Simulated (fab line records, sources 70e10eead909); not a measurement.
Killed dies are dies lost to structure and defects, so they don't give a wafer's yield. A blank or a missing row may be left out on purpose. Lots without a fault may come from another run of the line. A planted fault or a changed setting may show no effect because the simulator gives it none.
A struck lot beside a sound one | flow nand_harc | 13 steps out of a route of 1302
Sound: wafers L929.3, L929.4, L929.6. Struck: wafer L936.5. (L936.3, L936.4 of the same lot were not struck and are left out.) The cause comes at the end.
At each step with rows: each side's tool, then ch and its chambers, then its first start. Under that, the readings that differ: sound wafers | struck wafers | difference of the means | sigmas: that difference in standard deviations of wafers without a fault.
alike: readings whose means differ by less than 2 such deviations, and words and numbers that are the same on both sides. not compared: withheld readings, readings that some wafer has no value for, bounds like >300 that may hide the same value, and numbers for which the record gives no deviation and whose values overlap.
The two part at a step that has a row with sigmas, a row that says differs or no value, or rows on one side only. Numbers that don't overlap but have no deviation are shown without sigmas and don't part them. A reading that every wafer of one side lacks parts them only if that side has two wafers or more.

first, 4 steps without rows for these wafers: NHARC_A_STAIRCASE_EXPOSE_247 (exposes mask SDS 1); NHARC_A_STAIRCASE_PEB_248 (peb time 130 s); NHARC_A_STAIRCASE_DEVELOP_249 (time 140 s); NHARC_A_STAIRCASE_HARDBAKE_251 (time 140 s).
NHARC_A_STAIRCASE_DESCUM_252: chemistry O2, time 3 s.
  sound on rie_diel-05 ch 1,2, day 19 13:55; struck on rie_diel-08 ch 1, day 22 05:05
  reading                     | sound       | struck | difference | sigmas
  drypump_motor_current_A (A) | 5.1 5.4 5.4 | 6.6    | +1.3       | +2
  mfc_ar_sccm (sccm)          | 0.008 0 0   | 0.038  | +0.035     | +2
  alike: oes_product_au, rf_vpp_V, showerhead_plenum_p_Torr, throttle_valve_pct
  not compared: rf_hours_counter_h
NHARC_A_STAIRCASE_ETCH_253: etches the open film in C4F8/O2, target depth 50 nm, time 20.2 s.
  sound on rie_diel-05 ch 1,2,3, day 19 13:59; struck on rie_diel-08 ch 2, day 22 05:10
  reading      | sound       | struck | difference | sigmas
  rf_vpp_V (V) | 891 892 895 | 906    | +13        | +3
  alike: oes_product_au
  not compared: rf_hours_counter_h
NHARC_A_STAIRCASE_STRIP_254: strips in O2.
  sound on plasma_asher-02 ch 0,1, day 19 14:11; struck on plasma_asher-01 ch 0, day 22 05:21
  alike: drypump_motor_current_A, heater_power_w
  not compared: rf_hours_counter_h
then, 3 steps without rows for these wafers: NHARC_A_STAIRCASE_STRIP_255 (strips in SPM, time 900 s); NHARC_A_STAIRCASE_PRECLEAN_256 (cleans in SC1); NHARC_A_STAIRCASE_SRD_257.
NHARC_A_STAIRCASE_HM_DEP_456: deposits aC, target thk 3100 nm.
  sound on acl_dep-02 ch 0, day 19 16:53; struck on acl_dep-02 ch 0, day 22 07:33
  alike: throttle_valve_pct
NHARC_A_STAIRCASE_DEP_259: deposits SiON, target thk 30 nm.
  sound on pecvd-04 ch 1,2, day 19 18:10; struck on pecvd-02 ch 0, day 22 08:52
  reading              | sound             | struck | difference | sigmas
  rf_fwd_power_W (W)   | 348.9 349.0 349.3 | 488.4  | +139.3     | +99 or more
  showerhead_vpp_V (V) | 1183 1207 1194    | 1333   | +138       | +3
  alike: chamber_pressure_Torr, heater_power_w
then, 1 step without rows for these wafers: NHARC_A_STAIRCASE_DEHYDRATE_260 (time 120 s).

WHERE THEY PART
First at NHARC_A_STAIRCASE_DESCUM_252; last, within this record, at NHARC_A_STAIRCASE_DEP_259.

WHY: what the simulator had put in
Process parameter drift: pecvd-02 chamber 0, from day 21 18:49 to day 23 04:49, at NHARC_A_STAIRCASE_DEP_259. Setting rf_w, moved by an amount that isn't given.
